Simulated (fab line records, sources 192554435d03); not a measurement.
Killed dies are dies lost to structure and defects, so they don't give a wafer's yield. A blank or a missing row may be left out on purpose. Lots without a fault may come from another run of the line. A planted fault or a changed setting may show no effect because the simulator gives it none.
A struck lot beside a sound one | flow n5_finfet | 36 steps out of a route of 1938
Sound: wafers L494.1, L494.3, L494.6. Struck: wafers L486.2, L486.3, L486.4. The cause comes at the end.
At each step with rows: each side's tool, then ch and its chambers, then its first start. Under that, the readings that differ: sound wafers | struck wafers | difference of the means | sigmas: that difference in standard deviations of wafers without a fault.
alike: readings whose means differ by less than 2 such deviations, and words and numbers that are the same on both sides. not compared: withheld readings, readings that some wafer has no value for, bounds like >300 that may hide the same value, and numbers for which the record gives no deviation and whose values overlap.
The two part at a step that has a row with sigmas, a row that says differs or no value, or rows on one side only. Numbers that don't overlap but have no deviation are shown without sigmas and don't part them. A reading that every wafer of one side lacks parts them only if that side has two wafers or more.

first, 9 steps without rows for these wafers: N5_BEOL_M4_ANNEAL_95 (time 240 s); N5_BEOL_M4_SPUTTER_96 (material Cu, target thk 4.5 nm, time 8.29 s); N5_BEOL_M4_ECD_50 (material Cu, target thk 300 nm); N5_BEOL_M4_ANNEAL_51 (time 90 s); N5_BEOL_M4_CMP_52 (polishes, stops on SiOC, t overpolish 6.8 s, target thk 40 nm); N5_BEOL_M4_PRE_CLEAN_60 (time 15 s); N5_BEOL_M4_CO_CAP_55 (material Co, precursor CCTBA/H2, target thk 2 nm, time 102.1 s); N5_BEOL_M4_PRE_CLEAN_56 (time 15 s); N5_BEOL_M4_DEP_57 (deposits SiCN from 3MS/NH3, target thk 8 nm, time 14 s).
N5_BEOL_M4_RC_MEAS_101:
  sound on prober-01 ch 0, day 13 11:25; struck on prober-01 ch 0, day 11 11:01
  alike: DIBL_N, DIBL_P, IOFF_N, IOFF_P, ION_N, ION_P, SS_N, SS_P, VT_N, VT_P
then, 24 steps without rows for these wafers: N5_BEOL_M5_ILD_DEP_00 (deposits SiCOH lowk from DEMS/porogen, target thk 140.64 nm, time 25.9 s); N5_BEOL_M5_CURE_79 (cures SiCOH lowk, time 240 s); N5_BEOL_M5_PECVD_70 (deposits SiO2 from TEOS/O2, target thk 16 nm, time 18 s); N5_BEOL_M5_HM_DEP_02 (deposits TiN, target thk 20 nm); N5_BEOL_M5_COAT_59 (time 60 s, resist thk 60 nm); N5_BEOL_M5_COAT_60 (time 60 s, resist thk 12 nm); N5_BEOL_M5_COAT_71 (time 60 s, resist thk 5 nm); N5_BEOL_M5_COAT_05 (resist thk 30 nm); N5_BEOL_M5_EBR_07; N5_BEOL_M5_SOFTBAKE_06 (time 60 s); N5_BEOL_M5_EXPOSE_08 (exposes mask M5, target cd 28 nm); N5_BEOL_M5_PEB_09 (peb time 60 s); N5_BEOL_M5_DEVELOP_10 (develop time 30 s); N5_BEOL_M5_DESCUM_16 (chemistry O2, time 7 s); N5_BEOL_M5_ETCH_72 (etches underlayer in N2/H2, target depth 6.5 nm, time 5.2 s); N5_BEOL_M5_ETCH_61 (etches SiARC in CF4, target depth 15.6 nm, time 26 s); N5_BEOL_M5_ETCH_62 (etches SOC in N2/H2, target depth 75 nm, overetch 15 nm, time 112.5 s); N5_BEOL_M5_STRIP_63 (strips in N2/H2); N5_BEOL_M5_STRIP_73 (strips in N2/H2); N5_BEOL_M5_STRIP_64 (strips in CF4); N5_BEOL_M5_HM_OPEN_17 (chemistry Cl2/BCl3, target TiN, target depth 20 nm, overetch 6 nm); N5_BEOL_M5_STRIP_19 (strips in O2); N5_BEOL_M5_COAT_65 (time 60 s, resist thk 60 nm); N5_BEOL_M5_COAT_66 (time 60 s, resist thk 12 nm).
N5_BEOL_M5_VIA_ETCH_34: etches SiCOH lowk in C4F6/O2, target depth 88.3 nm, time 39.2 s.
  sound on rie_diel-02 ch 0,1,3, day 13 15:19; struck on rie_diel-01 ch 0,1,2, day 11 16:55
  no value came back on the struck wafers for any of 7 readings (C4F6_flow_sccm (sccm), O2_flow_sccm (sccm) and others); on the sound wafers C4F6_flow_sccm (sccm) reads 9.96 10.04 10.02
  reading                                    | sound      | struck       | difference | sigmas
  model.SiARC_of_BEOL_M5_COAT_66.thk_nm (nm) | 0 0 0      | 7 6.2 6.4    | +7         |
  model.SOC_of_BEOL_M5_COAT_65.thk_nm (nm)   | 56 56 56.4 | 60 60.2 60.4 | +4         |
  not compared: rf_hours_counter_h
-- the record jumps here: 4 days lie between the struck wafers' starts before and after (it left off in module BEOL_M5 and takes up again in module PASSIVATION, whose first step shown is number 1936 of the route) --
N5_PASSIVATION_PROBE_49:
  sound on prober-02, day 17 06:41; struck on prober-01, day 15 19:34
  reading                  | sound | struck         | difference | sigmas
  defect_limited_yield (%) | 91.4  | 0 0 0          | -91        | -65
  killed_at_M4_up          | 5     | 1086 1091 1079 | +1080      | +99 or more
  killed_at_other          | 9     | 1 5 2          | -6         | -2
  killed_dies              | 102   | 1180 1180 1180 | +1078      | +63
  killed_on_rim            | 12    | 152 152 152    | +140       | +35
  sort_bin_5_function (%)  | 5.4   | 96.3 97.1 96.4 | +91.2      | +99 or more
  sort_n_pass              | 1078  | 0 0 0          | -1078      | -63
  sort_yield_pct (%)       | 91.4  | 0 0 0          | -91        | -65
  alike: killed_at_M0_to_M3, killed_at_contacts, killed_at_front_end, killed_open, killed_short, sort_bin_6_memory, sort_bin_8_speed

WHERE THEY PART
First at N5_BEOL_M5_VIA_ETCH_34; last, within this record, at N5_PASSIVATION_PROBE_49.

WHY: what the simulator had put in
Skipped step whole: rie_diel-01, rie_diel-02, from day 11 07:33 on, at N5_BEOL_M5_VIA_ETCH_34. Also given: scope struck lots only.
